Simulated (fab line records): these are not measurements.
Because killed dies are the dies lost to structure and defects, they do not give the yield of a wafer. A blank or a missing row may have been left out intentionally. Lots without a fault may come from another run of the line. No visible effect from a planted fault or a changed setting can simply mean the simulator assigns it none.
Matching of chambers -- flow n5 finfet -- N5_BEOL_M3_STRIP_36 on rie diel-05: 4 sister chambers
The step strips in N2/H2. 20 wafers are shown with their chamber, then 10 later ones without.

## EACH WAFER AND ITS CHAMBER
wafer,chamber,drypump motor current A (A),throttle valve pct (%),showerhead plenum p Torr (Torr)
L081.1,0,4.7,23.32,2.47
L081.4,3,6.8,23.58,2.44
L081.6,0,4.6,23.31,2.47
L083.1,0,4.7,23.34,2.47
L083.2,2,6.2,23.58,2.42
L083.4,3,6.8,23.58,2.44
L086.1,1,6.0,24.04,2.50
L086.2,0,4.7,23.30,2.47
L086.4,2,6.2,23.59,2.42
L088.2,2,6.2,23.61,2.42
L088.3,0,4.7,23.30,2.47
L088.5,2,6.2,23.62,2.42
L090.1,2,6.2,23.63,2.42
L090.3,1,6.0,24.06,2.50
L090.6,1,6.0,24.04,2.50
L091.4,2,6.2,23.63,2.41
L091.5,1,6.0,24.07,2.50
L091.6,0,4.7,23.34,2.46
L092.1,1,6.0,24.03,2.50
L092.4,3,6.8,23.62,2.43

SIGNATURES (means of the wafers above)
reading,chamber 0,chamber 1,chamber 2,chamber 3,scatter within a chamber
drypump motor current A,4.683,6.000,6.200,6.800,0.0228
throttle valve pct,23.3183,24.0480,23.6100,23.5933,0.0194
showerhead plenum p Torr,2.4683,2.5000,2.4183,2.4367,0.00382
Rule: a wafer's distance from a chamber is the root of the sum, over the readings, of the square of ((its reading less the chamber's mean) divided by the reading's scatter). If the next closest chamber is less than 2 further off than the closest, the wafer can't be placed; otherwise it belongs to the closest. The scatter: take each reading less its chamber's mean, square it, sum over the shown wafers, divide by the number of wafers less the number of chambers, and take the root.

## WAFERS WHOSE CHAMBER IS MISSING
wafer,drypump motor current A (A),throttle valve pct (%),showerhead plenum p Torr (Torr)
L092.6,4.7,23.36,2.46
L093.1,6.2,23.60,2.41
L093.4,4.8,23.34,2.46
L093.5,6.0,24.05,2.50
L094.2,6.8,23.60,2.43
L094.3,6.0,24.05,2.50
L094.4,6.2,23.61,2.41
L096.2,4.7,23.36,2.46
L096.3,6.2,23.64,2.41
L096.6,6.8,23.63,2.43

## WHICH CHAMBER EACH WENT THROUGH
wafer,from the rows above,in truth
L092.6,0,0
L093.1,2,2
L093.4,0,0
L093.5,1,1
L094.2,3,3
L094.3,1,1
L094.4,2,2
L096.2,0,0
L096.3,2,2
L096.6,3,3
10 of 10 placed correctly. From these rows, 0 cannot be placed. Placed wrongly: 0.
